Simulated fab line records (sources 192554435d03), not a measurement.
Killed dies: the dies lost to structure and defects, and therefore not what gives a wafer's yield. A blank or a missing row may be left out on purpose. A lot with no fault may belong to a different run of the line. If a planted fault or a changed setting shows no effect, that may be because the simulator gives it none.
Matching of chambers | flow n5Finfet | 3 sister chambers for N5_BEOL_M3_PRE_CLEAN_60 on cvdCo-01
The step time 15 s. 3 wafers are shown with their chamber, then 12 later ones without.

WAFERS, EACH WITH ITS CHAMBER
wafer  | chamber | heaterPowerOuterW (W)
L083.3 | 0       | 30
L088.1 | 2       | 41
L088.4 | 1       | 22

WAFERS WHOSE CHAMBER IS MISSING
wafer  | heaterPowerOuterW (W)
L089.1 | 23
L089.3 | 42
L089.6 | 29
L092.1 | 41
L092.2 | 22
L092.4 | 43
L094.4 | 30
L094.5 | 42
L094.6 | 22
L095.1 | 41
L095.3 | 22
L095.6 | 22

CHAMBER TAKEN BY EACH
wafer  | from the rows above | in truth
L089.1 | 1                   | 1
L089.3 | 2                   | 2
L089.6 | 0                   | 0
L092.1 | 2                   | 2
L092.2 | 1                   | 1
L092.4 | 2                   | 2
L094.4 | 0                   | 0
L094.5 | 2                   | 2
L094.6 | 1                   | 1
L095.1 | 2                   | 2
L095.3 | 1                   | 1
L095.6 | 1                   | 1
Correctly placed: 12 of 12. Can't be placed from these rows: 0. Placed wrongly: 0.
How it was worked out, from the rows above alone: a wafer's distance from a chamber is the root of the sum, over the readings, of the square of ((its reading less the chamber's mean) divided by the reading's scatter). The wafer belongs to the nearest chamber; if the next one is less than 2 further off, it can't be placed. For every chamber, the mean is computed from those of its wafers that are shown. The scatter: root of mean squared gap, hidden wafer to nearest shown wafer, with one shown wafer a chamber.
